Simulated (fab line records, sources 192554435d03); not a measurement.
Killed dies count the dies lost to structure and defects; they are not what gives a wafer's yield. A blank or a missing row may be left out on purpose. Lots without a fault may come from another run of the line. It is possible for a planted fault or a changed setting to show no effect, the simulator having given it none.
Matching of chambers + flow n5_finfet + pecvd-01 running N5_BEOL_M14_DEP_53: 3 sister chambers
The step deposits SiCN from 3MS/NH3, target thk 50 nm, time 17.8 s. 18 wafers are shown with their chamber, then 9 later ones without.

== WAFERS, EACH WITH ITS CHAMBER ==
| wafer  | chamber | showerhead_plenum_p_Torr (Torr) | throttle_valve_pct (%) |
|--------|---------|---------------------------------|------------------------|
| L076.3 | 2       | 4.10                            | 16.4                   |
| L076.4 | 2       | 4.10                            | 16.8                   |
| L076.6 | 1       | 4.12                            | 17.7                   |
| L083.1 | 2       | 4.10                            | 16.5                   |
| L083.3 | 1       | 4.12                            | 17.4                   |
| L083.5 | 1       | 4.12                            | 17.8                   |
| L082.1 | 1       | 4.13                            | 17.5                   |
| L082.3 | 2       | 4.09                            | 16.7                   |
| L082.5 | 2       | 4.10                            | 16.4                   |
| L086.2 | 2       | 4.10                            | 16.6                   |
| L086.5 | 1       | 4.11                            | 17.6                   |
| L086.6 | 2       | 4.10                            | 16.8                   |
| L088.2 | 0       | 4.20                            | 18.0                   |
| L088.4 | 1       | 4.13                            | 17.5                   |
| L088.6 | 0       | 4.20                            | 18.3                   |
| L087.1 | 2       | 4.10                            | 16.7                   |
| L087.4 | 1       | 4.12                            | 17.4                   |
| L087.5 | 2       | 4.10                            | 16.8                   |

SIGNATURES, as means of the wafers listed above
| reading                  | chamber 0 | chamber 1 | chamber 2 | scatter within a chamber |
|--------------------------|-----------|-----------|-----------|--------------------------|
| showerhead_plenum_p_Torr | 4.2000    | 4.1214    | 4.0989    | 0.005                    |
| throttle_valve_pct       | 18.150    | 17.557    | 16.633    | 0.164                    |
Rule: for a wafer and a chamber, the distance is found by dividing, reading by reading, the gap between the wafer's reading and the chamber's mean by the reading's scatter, squaring, summing and taking the root. If the next closest chamber is less than 2 further off than the closest, the wafer can't be placed; otherwise it belongs to the closest. The scatter: take each reading less its chamber's mean, square it, sum over the shown wafers, divide by the number of wafers less the number of chambers, and take the root.

== WAFERS WITHOUT THEIR CHAMBER ==
| wafer  | showerhead_plenum_p_Torr (Torr) | throttle_valve_pct (%) |
|--------|---------------------------------|------------------------|
| L090.3 | 4.10                            | 16.6                   |
| L090.5 | 4.19                            | 18.4                   |
| L090.6 | 4.09                            | 16.6                   |
| L093.2 | 4.10                            | 16.6                   |
| L093.4 | 4.12                            | 17.5                   |
| L093.5 | 4.10                            | 16.9                   |
| L095.1 | 4.21                            | 18.0                   |
| L095.4 | 4.21                            | 18.0                   |
| L095.5 | 4.12                            | 17.7                   |

== THE CHAMBER EACH PASSED THROUGH ==
| wafer  | from the rows above | in truth |
|--------|---------------------|----------|
| L090.3 | 2                   | 2        |
| L090.5 | 0                   | 0        |
| L090.6 | 2                   | 2        |
| L093.2 | 2                   | 2        |
| L093.4 | 1                   | 1        |
| L093.5 | 2                   | 2        |
| L095.1 | 0                   | 0        |
| L095.4 | 0                   | 0        |
| L095.5 | 1                   | 1        |
Correct placement for 9 of the 9. Left unplaced by these rows: 0. Number placed wrongly: 0.
